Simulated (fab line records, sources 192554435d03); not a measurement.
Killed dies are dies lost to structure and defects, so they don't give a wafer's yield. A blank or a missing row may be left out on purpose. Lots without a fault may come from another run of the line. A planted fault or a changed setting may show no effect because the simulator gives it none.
Which tool did it? | flow n5_finfet | 10 lots, 30 wafers sampled, at 3 steps of a route of 1938

WHAT THE GAUGES READ, wafer by wafer
N5_BEOL_M15_THK_MEAS_01. Usual: M15_ILD_THK 1630 nm, standard deviation 21.
lot  | measured     | on            | M15_ILD_THK (nm) | flag
L660 | day 12 14:02 | film_metro-02 | 1639 1634 1670   |
L659 | day 12 18:58 | film_metro-02 | 1613 1636 1597   |
L662 | day 13 04:55 | film_metro-02 | 1604 1661 1638   |
L673 | day 15 02:43 | film_metro-02 | 1628 1636 1641   |
L671 | day 15 16:33 | film_metro-02 | 1606 1642 1621   |
L672 | day 15 17:32 | film_metro-02 | 1643 1628 1640   |
L674 | day 16 03:47 | film_metro-02 | 1584 1634 1635   |
L677 | day 16 05:16 | film_metro-01 | 1649 1654 1642   |
L675 | day 16 10:16 | film_metro-01 | 1602 1612 1640   |
L680 | day 17 08:44 | film_metro-02 | 1606 1650 1630   |

N5_BEOL_M15_CD_MEAS_28: target cd 407.6 nm. Usual: cd_nm 407.6 nm, standard deviation 1.5.
lot  | measured     | on        | cd_nm (nm)        | flag
L660 | day 12 16:04 | cd_sem-01 | 407.4 407.2 407.5 |
L659 | day 12 20:57 | cd_sem-01 | 408.1 409.3 409.9 |
L662 | day 13 07:00 | cd_sem-01 | 407.8 408.8 408.0 |
L673 | day 15 04:40 | cd_sem-02 | 409.2 408.0 407.6 |
L671 | day 15 18:34 | cd_sem-02 | 380.7 381.8 381.5 | OFF
L672 | day 15 19:54 | cd_sem-03 | 385.7 385.3 387.3 | OFF
L674 | day 16 05:49 | cd_sem-01 | 409.0 409.9 408.5 |
L677 | day 16 07:16 | cd_sem-02 | 406.0 405.1 407.5 |
L675 | day 16 12:31 | cd_sem-02 | 407.8 408.5 405.6 |
L680 | day 17 10:58 | cd_sem-02 | 405.5 404.5 404.8 |

WHICH TOOL RAN EACH LOT (tool, then ch and the chambers of the sampled wafers, then the start)
lot  | N5_BEOL_M15_PEB_26
L660 | litho_track-02 ch 0, day 12 15:56
L659 | litho_track-02 ch 0, day 12 20:50
L662 | litho_track-01 ch 0, day 13 06:53
L673 | litho_track-01 ch 0, day 15 04:34
L671 | litho_track-02 ch 0, day 15 18:26
L672 | litho_track-02 ch 0, day 15 19:47
L674 | litho_track-01 ch 0, day 16 05:41
L677 | litho_track-03 ch 0, day 16 07:08
L675 | litho_track-03 ch 0, day 16 12:24
L680 | litho_track-03 ch 0, day 17 10:50
- N5_BEOL_M15_PEB_26: peb time 90 s.

WHAT THE TOOLS THEMSELVES READ (means of the sampled wafers that have a number; where no wafer has one, the mark that the record gives instead)
N5_BEOL_M15_PEB_26. Usual: heater_power_total_W 172.5 W, standard deviation 0.78; plate_temp_C 130.05 C, standard deviation 0.13.
lot  | tool           | heater_power_total_W (W) | plate_temp_C (C) | flag
L660 | litho_track-02 | 172.7                    | 130.16           |
L659 | litho_track-02 | 172.3                    | 130.09           |
L662 | litho_track-01 | 172.2                    | 130.05           |
L673 | litho_track-01 | 172.7                    | 130.04           |
L671 | litho_track-02 | 164.2                    | 125.21           | OFF
L672 | litho_track-02 | 164.5                    | 125.15           | OFF
L674 | litho_track-01 | 173.4                    | 130.06           |
L677 | litho_track-03 | 171.9                    | 129.87           |
L675 | litho_track-03 | 171.7                    | 129.96           |
L680 | litho_track-03 | 172.8                    | 130.13           |

THE ANSWER, worked out from the rows above alone
Rule: a lot is off if the mean of its wafers that have a number lies more than 3 standard deviations from the usual mean. A lot without any number at a reading at which 4 lots or more have one is off too. The other lots that the step has rows for count as sound. The gauges are gone through in route order, then the tools' own readings, and for those a lot's mean is taken as printed above. The first step at which some lot is off is used, and at that step the reading that is off furthest; a lot without a number counts as furthest.
Off: L671, L672, at N5_BEOL_M15_CD_MEAS_28 (cd_nm).
A tool fits if, at a process step before that reading, it ran every lot that is off, and no sound lot after the first of them. The gauges at N5_BEOL_M15_CD_MEAS_28 aren't tried: what is off there is off at N5_BEOL_M15_PEB_26 too, on other tools, and a gauge's error can't cause that. One fits: litho_track-02 at N5_BEOL_M15_PEB_26. Its last sound lot is L659 (day 12 20:50), its first lot that is off L671 (day 15 18:26): a fault that began between those two fits.
The tool's own readings at N5_BEOL_M15_PEB_26 bear it out: on the lots that are off they differ by more than 5 times the standard deviation of the sound lots' means. heater_power_total_W reads 164.3 W there against 172.5 W on the sound lots; plate_temp_C reads 125.18 C there against 130.05 C on the sound lots.

WHAT THE SIMULATOR HAD PUT IN
Process parameter drift: litho_track-02, from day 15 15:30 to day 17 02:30, at N5_BEOL_M15_PEB_26. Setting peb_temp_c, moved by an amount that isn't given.
Lots struck among those shown: L671, L672. The rule above found the same.
